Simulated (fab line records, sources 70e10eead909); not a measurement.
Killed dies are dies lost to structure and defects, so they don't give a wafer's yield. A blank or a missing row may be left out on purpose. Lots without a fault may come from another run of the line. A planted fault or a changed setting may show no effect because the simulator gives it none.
Chamber matching | flow nand_harc | NHARC_A_CHANNEL_HOLE_D2_DESCUM_15 on rie_diel-12: 4 sister chambers
The step chemistry O2, time 3 s. 8 wafers are shown with their chamber, then 9 later ones without.

WAFERS WITH THEIR CHAMBER
wafer  | chamber | oes_product_au (a.u.) | rf_vpp_V (V)
L077.2 | 1       | 1.024                 | 59.7
L079.4 | 1       | 1.015                 | 59.6
L088.1 | 0       | 1.027                 | 59.3
L088.4 | 2       | 1.000                 | 56.6
L088.5 | 0       | 1.019                 | 57.1
L089.1 | 3       | 0.994                 | 58.3
L089.3 | 2       | 0.987                 | 58.2
L089.6 | 3       | 1.004                 | 57.4

WAFERS WITHOUT THEIR CHAMBER
wafer  | oes_product_au (a.u.) | rf_vpp_V (V)
L092.1 | 1.019                 | 56.9
L092.3 | 0.999                 | 56.9
L092.6 | 1.011                 | 57.5
L093.3 | 1.006                 | 56.5
L093.4 | 1.015                 | 57.2
L093.5 | 1.014                 | 57.9
L094.1 | 0.996                 | 58.6
L094.2 | 0.998                 | 57.9
L094.5 | 0.997                 | 56.4

WHICH CHAMBER EACH WENT THROUGH
wafer  | from the rows above               | in truth
L092.1 | can't be placed: 0 or 1 or 3      | 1
L092.3 | can't be placed: 2 or 3           | 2
L092.6 | can't be placed: 3 or 0 or 1 or 2 | 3
L093.3 | can't be placed: 3 or 2 or 0 or 1 | 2
L093.4 | can't be placed: 0 or 3 or 1 or 2 | 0
L093.5 | can't be placed: 0 or 1 or 3 or 2 | 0
L094.1 | can't be placed: 3 or 2           | 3
L094.2 | can't be placed: 3 or 2           | 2
L094.5 | can't be placed: 2 or 3           | 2
Placed correctly: 0 of 9. Can't be placed from these rows: 9 (the true chamber is among the candidates in 9). Placed wrongly: 0.
How it was worked out, from the rows above alone: a wafer's distance from a chamber is the root of the sum, over the readings, of the square of ((its reading less the chamber's mean) divided by the reading's scatter). The wafer belongs to the nearest chamber; if the next one is less than 2 further off, it can't be placed. A chamber's mean is the mean of its shown wafers. The scatter: the root of (the sum of the squares of (reading less its chamber's mean) over the shown wafers, divided by (wafers less chambers)).
